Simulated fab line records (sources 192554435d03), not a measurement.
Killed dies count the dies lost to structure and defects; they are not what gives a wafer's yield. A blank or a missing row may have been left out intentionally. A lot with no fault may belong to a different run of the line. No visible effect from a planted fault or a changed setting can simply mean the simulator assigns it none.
fab line records    flow n5Finfet
record lots=10  wafers=28  lastDay=17
route steps=1938 shown BEOL_M8@1378 BEOL_M9@1402 PASSIVATION@1936
lots with no fault: from the same line, run without faults
startH: the number of hours between the record's first day and the start of the first shown wafer of the lot    waitH: hours since the lot's step before    " same as the row above    L1.1+2: a single row standing in for several wafers    - no value, or no start given    * or withheld: withheld    < > ~ a bound
route shown NAME@n: NAME is a module with steps in the file, n the number in the route of the first one    usual: mean/standard deviation taken from wafers without a fault    same: alike in all rows    chamber/n: place in a boat    sites: each site's reading    _std_site: their standard deviation    _edge_site: mean of outer sites minus mean of inner sites    radiusMm: how far each site lies from the wafer's centre    mask NAME#n: copy n    behind: the tool/chamber that last shaped the wafer    hold: reason for holding the lot/hours on hold/outcome of the hold    device: whichever transistor did not switch (one of n, p or np)    end of line: the route-end tests of the same wafers    for a step that has no rows: nothing shown but its recipe    killed: dies that structure and defects cost at the first sort, which is not the same as the wafer's yield    map: a wafer's dies, x killed, . not, _ none there
set.NAME: the setting as run; set.NAME@STEP: as run at that earlier step    model.NAME: the simulator's own value behind a step, which no gauge read
a sample of lots followed through the steps of the route, with each step as a table and each wafer as a row
services: when a tool's chamber went out of use (startH, in hours from the record's first day, below 0 if earlier), for how many hours, and the reason
## steps
# step N5_BEOL_M8_ETCH_41
# recipe chemistry=CH3F/O2  target=SiCN  targetDepthA=319  taperDeg=2  timeS=57.8  ionEnergyEv=120  maskMaterial=TiN  pressureMtorr=30  sourceW=395  biasW=75  Ar_flow_sccm=150  CH3F_flow_sccm=30  O2_flow_sccm=20
# usual CH3F_flow_sccm=30.00/0.097  biasW=74.99/0.23  chamberPressureMTorr=30.002/0.029  drypumpMotorCurrentA=5.9/0.49  oesProductAu=0.79/0.072  rfVppV=298.3/1.4  showerheadPlenumPTorr=2.04/0.059  throttleValvePct=16.3/0.32
lot.wafer  tool        chamber  startH  waitH  CH3F_flow_sccm  biasW  chamberPressureMTorr  drypumpMotorCurrentA  oesProductAu  rfHoursCounterH  rfVppV  showerheadPlenumPTorr  throttleValvePct
L270.1     rieDiel-04  3        -       -      29.97           74.95  30.008                6.3                   0.82          94               299.2   2.01                   16.0
L270.6     "           1        "       "      29.77           75.24  29.981                5.8                   0.66          -                300.0   2.05                   16.3
L271.2     rieDiel-06  2        -       -      30.11           74.71  30.019                5.9                   0.92          17               297.1   1.97                   16.0
L271.5     "           3        "       "      30.02           75.06  29.978                5.0                   0.73          -                299.1   2.06                   16.2
L271.6     "           0        "       "      30.01           74.97  30.052                6.4                   0.71          -                297.7   2.07                   16.7
L276.1     rieDiel-06  2        -       -      30.03           74.94  30.000                5.9                   0.89          26               297.1   1.96                   16.0
L276.5     "           2        "       "      30.00           74.84  30.010                5.9                   0.89          -                297.0   1.96                   16.0
L276.6     "           3        "       "      29.91           75.60  30.007                5.0                   0.73          -                298.6   2.06                   16.2
L277.1     rieDiel-05  0        -       -      29.95           74.95  29.998                6.2                   0.83          63               301.2   2.10                   15.9
L277.5     "           1        "       "      30.02           74.93  29.997                5.9                   0.72          -                299.7   2.09                   16.9
L277.6     "           2        "       "      29.91           75.17  29.998                5.4                   0.80          -                296.5   1.93                   16.1
L283.1     rieDiel-05  3        -       -      29.90           74.94  30.083                5.8                   0.69          245              299.1   2.05                   16.1
L283.2     "           2        "       "      30.00           75.05  29.991                5.4                   0.79          113              295.4   1.93                   16.1
L283.5     "           2        "       "      29.99           75.13  29.987                5.4                   0.80          -                295.8   1.93                   16.1
L284.1     rieDiel-05  0        -       -      30.06           75.11  29.969                6.2                   0.80          81               299.9   2.09                   16.0
L284.4     "           0        "       "      29.99           75.23  30.024                6.2                   0.80          -                299.2   2.09                   16.0
L284.6     "           1        "       "      30.07           74.72  29.971                5.8                   0.71          -                299.7   2.08                   16.9
L285.1     rieDiel-04  3        -       -      29.93           74.97  30.034                6.3                   0.78          122              298.4   2.00                   16.1
L285.2     "           0        "       "      30.03           74.76  29.970                5.0                   0.82          92               295.8   1.94                   16.6
L285.3     "           2        "       "      30.14           74.54  30.031                6.3                   0.77          135              298.8   2.10                   16.5
L286.1     rieDiel-05  2        -       -      29.92           75.13  29.982                5.5                   0.77          126              296.7   1.93                   16.1
L286.6     "           0        "       "      29.86           74.64  29.956                6.2                   0.79          -                300.1   2.09                   16.0
L289.1     rieDiel-06  2        -       -      29.98           75.17  29.986                5.9                   0.85          50               296.5   1.96                   16.0
L289.2     "           1        "       "      29.91           74.62  29.944                6.5                   0.79          104              299.0   2.10                   16.3
L289.5     "           0        "       "      30.02           75.03  30.003                6.3                   0.69          -                297.4   2.06                   16.7
L288.3     rieDiel-05  1        -       -      30.08           74.76  29.991                5.8                   0.71          208              299.5   2.08                   16.9
L288.4     "           3        "       "      29.99           74.78  29.987                5.8                   0.94          8                298.1   2.04                   15.7
L288.5     "           2        "       "      30.00           74.95  29.971                5.4                   0.78          -                296.2   1.92                   16.1
# step N5_BEOL_M8_SPUTTER_48
# recipe material=Cu  targetThkA=100  tempC=-20  biasV=60  powerW=26000  chamberPressurePa=0.13  timeS=1.667
# usual chuckSensorTempC=-16.0/0.43  throttleValvePct=29.6/1.1
lot.wafer  tool           chamber  startH  waitH  chuckSensorTempC  throttleValvePct
L270.1     pvdSputter-02  -        226.30  0.1    -16.4             29.5
L270.6     "              -        "       "      -16.5             29.2
L271.2     pvdSputter-02  -        233.16  0.2    -16.5             28.7
L271.5     "              -        "       "      -16.5             28.4
L271.6     "              -        "       "      -15.7             30.2
L276.1     pvdSputter-03  -        259.32  0.2    -16.0             30.1
L276.5     "              -        "       "      -15.9             28.5
L276.6     "              -        "       "      -16.8             29.7
L277.1     pvdSputter-02  -        263.86  0.2    -16.3             29.6
L277.5     "              -        "       "      -15.6             30.2
L277.6     "              -        "       "      -16.3             29.6
L283.1     pvdSputter-03  -        282.78  0.1    -15.9             30.6
L283.2     "              -        "       "      -16.7             30.1
L283.5     "              -        "       "      -15.7             30.9
L284.1     pvdSputter-01  -        308.05  0.1    -15.8             30.9
L284.4     "              -        "       "      -15.3             29.0
L284.6     "              -        "       "      -16.1             31.2
L285.1     pvdSputter-01  -        312.31  0.1    -15.8             27.7
L285.2     "              -        "       "      -15.8             30.5
L285.3     "              -        "       "      -15.4             29.2
L286.1     pvdSputter-02  -        328.58  1.6    -16.3             28.7
L286.6     "              -        "       "      -16.3             28.6
L289.1     pvdSputter-03  -        334.57  0.4    -16.0             29.9
L289.2     "              -        "       "      -16.0             28.8
L289.5     "              -        "       "      -16.2             30.2
L288.3     pvdSputter-01  -        335.91  0.1    -15.9             27.7
L288.4     "              -        "       "      -15.7             30.7
L288.5     "              -        "       "      -16.2             31.2
# step N5_BEOL_M9_CURE_71
# recipe tempC=385  timeS=240  ambient=He/Ar  material=SiCOH_lowk
# usual lampPowerPct=52.32/0.051  runLengthS=286.3/1.2  wafer_temp_C_max=386.6/0.63
lot.wafer  tool       chamber  startH  waitH  lampPowerPct  runLengthS  wafer_temp_C_max
L270.1     uvCure-03  2        227.95  0.0    52.35         285.6       387.7
L270.6     "          2        "       "      52.32         285.4       388.6
L271.2     uvCure-01  0        234.32  0.1    52.36         285.6       387.0
L271.5     "          0        "       "      52.36         285.3       386.6
L271.6     "          0        "       "      52.36         285.9       386.8
L276.1     uvCure-03  1        261.01  0.0    -             -           -
L276.5     "          1        "       "      -             -           -
L276.6     "          1        "       "      -             -           -
L277.1     uvCure-03  2        265.61  0.0    -             -           -
L277.5     "          2        "       "      -             -           -
L277.6     "          2        "       "      -             -           -
L283.1     uvCure-01  0        284.29  0.0    52.40         285.5       385.6
L283.2     "          0        "       "      52.26         285.7       385.8
L283.5     "          0        "       "      52.28         285.7       386.4
L284.1     uvCure-02  0        309.12  0.0    52.30         285.3       386.3
L284.4     "          0        "       "      52.33         285.6       385.8
L284.6     "          0        "       "      52.32         286.1       386.2
L285.1     uvCure-02  0        313.42  0.0    52.39         285.9       386.4
L285.2     "          0        "       "      52.31         286.2       386.2
L285.3     "          0        "       "      52.30         286.0       386.5
L286.1     uvCure-02  1        329.67  0.0    52.22         286.1       386.2
L286.6     "          1        "       "      52.32         286.9       386.5
L289.1     uvCure-03  2        335.65  0.0    52.34         285.2       386.7
L289.2     "          2        "       "      52.26         285.7       388.0
L289.5     "          2        "       "      52.35         285.8       388.2
L288.3     uvCure-01  0        337.25  0.2    52.27         285.7       385.9
L288.4     "          0        "       "      52.30         285.5       386.5
L288.5     "          0        "       "      52.18         286.1       386.2
# step N5_BEOL_M9_THK_MEAS_01
# recipe reads=SiCOH_lowk_of_BEOL_M9_ILD_DEP_00
# usual M9_ILD_THK=269/3.8
lot.wafer  tool          chamber  startH  waitH  M9_ILD_THK[nm]
L270.1     filmMetro-01  -        228.47  0.4    262
L270.6     "             -        "       "      270
L271.2     filmMetro-02  -        234.75  0.4    264
L271.5     "             -        "       "      264
L271.6     "             -        "       "      268
L276.1     filmMetro-01  -        261.52  0.4    304
L276.5     "             -        "       "      309
L276.6     "             -        "       "      311
L277.1     filmMetro-02  -        266.13  0.4    307
L277.5     "             -        "       "      314
L277.6     "             -        "       "      308
L283.1     filmMetro-01  -        284.80  0.4    268
L283.2     "             -        "       "      267
L283.5     "             -        "       "      272
L284.1     filmMetro-02  -        309.64  0.4    259
L284.4     "             -        "       "      261
L284.6     "             -        "       "      268
L285.1     filmMetro-01  -        313.94  0.4    267
L285.2     "             -        "       "      272
L285.3     "             -        "       "      266
L286.1     filmMetro-01  -        330.19  0.4    269
L286.6     "             -        "       "      275
L289.1     filmMetro-01  -        336.16  0.4    274
L289.2     "             -        "       "      267
L289.5     "             -        "       "      270
L288.3     filmMetro-01  -        337.60  0.3    264
L288.4     "             -        "       "      269
L288.5     "             -        "       "      271
# step N5_BEOL_M9_PECVD_70
# recipe material=SiO2  targetThkA=200  tempC=400  precursor=TEOS/O2  pressureTorr=5.5  rfW=450  teosFlowSccm=53.8  gas=O2  flowSccm=3000  timeS=22.7
# usual heaterPowerOuterW=393/70  heaterPowerW=695/120  showerheadPlenumPTorr=8.76/0.044  throttleValvePct=21.9/1
lot.wafer  tool      chamber  startH  waitH  heaterPowerOuterW  heaterPowerW  showerheadPlenumPTorr  throttleValvePct
L270.1     pecvd-04  2        228.50  0.0    354                669           8.73                   22.0
L270.6     "         2        "       "      356                691           8.73                   22.2
L271.2     pecvd-04  2        234.79  0.0    417                788           8.72                   22.0
L271.5     "         1        "       "      360                646           8.67                   22.2
L271.6     "         2        "       "      421                773           8.73                   22.2
L276.1     pecvd-01  1        261.56  0.0    574                982           8.75                   23.6
L276.5     "         2        "       "      331                580           8.79                   22.3
L276.6     "         1        "       "      570                952           8.74                   23.5
L277.1     pecvd-01  2        266.16  0.0    346                587           8.81                   22.4
L277.5     "         0        "       "      376                660           8.84                   21.3
L277.6     "         1        "       "      541                947           8.77                   23.3
L283.1     pecvd-04  0        284.84  0.0    388                628           8.80                   21.9
L283.2     "         1        "       "      378                663           8.67                   22.2
L283.5     "         0        "       "      374                652           8.76                   21.8
L284.1     pecvd-02  1        309.67  0.0    300                629           8.74                   21.3
L284.4     "         2        "       "      435                787           8.72                   19.2
L284.6     "         0        "       "      408                679           8.71                   20.9
L285.1     pecvd-02  1        313.97  0.0    371                735           8.75                   21.3
L285.2     "         0        "       "      363                643           8.71                   20.6
L285.3     "         2        "       "      393                748           8.73                   19.1
L286.1     pecvd-02  2        330.22  0.0    440                813           8.73                   19.2
L286.6     "         0        "       "      423                697           8.71                   20.7
L289.1     pecvd-02  1        336.20  0.0    354                721           8.72                   21.0
L289.2     "         0        "       "      361                624           8.68                   20.9
L289.5     "         0        "       "      360                630           8.72                   20.9
L288.3     pecvd-01  0        337.64  0.0    320                551           8.83                   21.3
L288.4     "         1        "       "      519                873           8.78                   23.4
L288.5     "         0        "       "      322                571           8.81                   21.4
# step N5_PASSIVATION_PROBE_49
# usual defectLimitedYield=91.3/1.4  killed_at_M0_to_M3=33/9.9  killed_at_M4_up=15/5.6  killedAtContacts=13/5.7  killedAtFrontEnd=38/12  killedAtOther=4/3.1  killedDies=103/17  killedOpen=66/13  killedShort=32/7.8  sort_bin_5_function=5.1/0.95  sort_bin_6_memory=3.2/0.68  sortNPass=1077/17  sortYieldPct=91.3/1.5
# same grossDies=1180  killedAtBackSide=0  sort_bin_4_leakage[%]=0  sort_bin_8_speed[%]=0
lot.wafer  tool       chamber  startH  waitH  defectLimitedYield[%]  killed_at_M0_to_M3  killed_at_M4_up  killedAtContacts  killedAtFrontEnd  killedAtOther  killedDies  killedOpen  killedShort  sort_bin_5_function[%]  sort_bin_6_memory[%]  sortNPass  sortYieldPct[%]
L270.1     prober-02  -        294.34  0.0    91.2                   56                  5                12                25                6              104         56          45           4.1                     4.3                   1076       91.2
L270.6     prober-02  -        294.59  0.3    89.9                   45                  26               11                33                4              119         75          43           6.2                     3.2                   1061       89.9
L271.2     prober-02  -        299.49  0.1    88.9                   50                  18               13                47                3              131         83          45           7.8                     3.1                   1049       88.9
L271.5     prober-02  -        299.64  0.2    92.1                   49                  15               8                 17                4              93          57          32           4.6                     3.1                   1087       92.1
L271.6     prober-02  -        299.69  0.3    90.5                   56                  5                13                35                3              112         71          37           6.0                     3.0                   1068       90.5
L284.4     prober-01  -        371.70  0.2    93.1                   27                  12               4                 38                0              81          56          21           4.0                     2.5                   1099       93.1
# killed by level:class
L270.1 BEOL_M0_SAQP:geometricParticle:short=21 MOL_CONTACT_COAG:geometricParticle:open=10 BEOL_M0_SAQP:geometricParticle:open=10 BEOL_M1:geometricParticle:open=9 BEOL_M2:geometricParticle:open=6 STI_FIN_REVEAL:geometricParticle:open=5 ILD0:geometricParticle:short=4 GATE_CUT:geometricParticle:open=3
L270.6 BEOL_M0_SAQP:geometricParticle:short=13 BEOL_M4:geometricParticle:open=13 MOL_CONTACT_COAG:geometricParticle:open=10 BEOL_M1:geometricParticle:open=9 BEOL_M0_SAQP:geometricParticle:open=8 GATE_CUT:geometricParticle:open=6 BEOL_M5:geometricParticle:open=6 GATE_CUT:geometricParticle:short=5
L271.2 BEOL_M2:geometricParticle:open=13 STI_FIN_REVEAL:geometricParticle:open=11 BEOL_M1:geometricParticle:open=10 MOL_CONTACT_COAG:geometricParticle:open=8 BEOL_M0_SAQP:geometricParticle:short=8 FIN_SAQP:geometricParticle:open=6 FIN_SAQP:geometricParticle:short=6 MOL_CONTACT_COAG:geometricParticle:short=5
L271.5 BEOL_M0_SAQP:geometricParticle:short=13 BEOL_M2:geometricParticle:open=12 BEOL_M0_SAQP:geometricParticle:open=7 MOL_CONTACT_COAG:geometricParticle:open=5 BEOL_M3:geometricParticle:open=5 BEOL_M4:geometricParticle:open=4 FIN_SAQP:geometricParticle:open=3 STI_FIN_REVEAL:geometricParticle:open=3
L271.6 BEOL_M0_SAQP:geometricParticle:open=19 BEOL_M0_SAQP:geometricParticle:short=12 MOL_CONTACT_COAG:geometricParticle:open=11 BEOL_M2:geometricParticle:open=10 STI_FIN_REVEAL:geometricParticle:open=6 BEOL_M1:geometricParticle:open=5 BEOL_M3:geometricParticle:open=5 FIN_SAQP:geometricParticle:short=4
L284.4 FIN_SAQP:geometricParticle:open=10 BEOL_M1:geometricParticle:open=10 FIN_SAQP:geometricParticle:short=6 BEOL_M0_SAQP:geometricParticle:open=5 BEOL_M4:geometricParticle:open=5 BEOL_M0_SAQP:geometricParticle:short=4 BEOL_M3:geometricParticle:open=4 STI_FIN_REVEAL:geometricParticle:open=3
## services
tool           chamber  startH  hours  kind
pecvd-02       2        202.38  -      clean
pecvd-02       2        202.38  -      consumableReplace:showerhead
pecvd-02       2        202.38  29.0   scheduledDown
pecvd-02       2        202.38  29.0   ventCycle
uvCure-01      -        211.36  3.4    pm
pecvd-01       -        216.10  0.8    repair
pvdSputter-03  -        216.20  4.0    repair
uvCure-03      -        245.83  0.7    repair
uvCure-02      -        251.43  5.2    repair
pecvd-01       2        263.32  2.1    scheduledDown
uvCure-03      -        266.58  0.9    repair
rieDiel-06     0        268.22  15.3   repair
pecvd-04       -        270.79  3.2    repair
pecvd-01       2        272.76  7.5    repair
rieDiel-06     2        293.88  4.3    repair
rieDiel-05     3        296.99  -      clean
rieDiel-05     3        296.99  -      consumableReplace:focusRing
rieDiel-05     3        296.99  14.1   scheduledDown
rieDiel-05     3        296.99  14.1   ventCycle
rieDiel-05     2        297.03  9.6    repair
rieDiel-06     2        304.45  10.4   repair
pecvd-01       2        310.46  16.5   scheduledDown
pecvd-01       -        316.00  14.6   pm
rieDiel-06     0        336.64  -      clean
## key
firstSign step=N5_BEOL_M9_CURE_71  reading=toolRecord  direction=missing
effect step=N5_BEOL_M9_THK_MEAS_01  reading=M9_ILD_THK  direction=up  sigmas=10  usual=269  struck=309
metAt N5_BEOL_M9_CURE_71
struckLots L276,L277
notActingAt N5_BEOL_M8_ETCH_41,N5_BEOL_M8_SPUTTER_48,N5_BEOL_M9_PECVD_70
onsetBetween 227.95 261.01
fault kind=skippedStepWhole  tool=uvCure-03  chamber=-  onsetH=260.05  steps=N5_BEOL_M9_CURE_71  scope=struckLotsOnly
